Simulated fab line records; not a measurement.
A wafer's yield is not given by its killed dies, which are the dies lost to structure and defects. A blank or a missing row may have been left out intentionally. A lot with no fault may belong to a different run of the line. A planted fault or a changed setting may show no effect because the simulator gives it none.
Matching of chambers    flow n5 finfet    pecvd-04 running N5_BEOL_M5_DEP_56: 3 sister chambers
The step deposits SiCN from 3MS/NH3, target thk 8 nm, time 14 s. 3 wafers are shown with their chamber, then 7 later ones without.

== EACH WAFER AND ITS CHAMBER ==
wafer   chamber  showerhead plenum p Torr (Torr)
L088.1  1        3.669
L088.4  2        3.624
L091.4  0        3.676

== WAFERS MISSING THEIR CHAMBER ==
wafer   showerhead plenum p Torr (Torr)
L091.5  3.622
L093.1  3.674
L093.4  3.629
L093.6  3.678
L097.1  3.629
L097.2  3.664
L097.3  3.671

== EACH ONE'S CHAMBER ==
wafer   from the rows above      in truth
L091.5  2                        2
L093.1  can't be placed: 0 or 1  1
L093.4  2                        2
L093.6  can't be placed: 0 or 1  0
L097.1  2                        2
L097.2  can't be placed: 1 or 0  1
L097.3  can't be placed: 1 or 0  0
Correctly placed: 3 of 7. Can't be placed from these rows: 4 (the true chamber is among the candidates in 4). Number placed wrongly: 0.
How it was worked out, from the rows above alone: a wafer's distance from a chamber is the root of the sum, over the readings, of the square of ((its reading less the chamber's mean) divided by the reading's scatter). The wafer belongs to the nearest chamber; if the next one is less than 2 further off, it can't be placed. For every chamber, the mean is computed from those of its wafers that are shown. The scatter (one wafer shown for each chamber): square how far every hidden wafer sits from the nearest shown wafer, average those squares and take the square root.
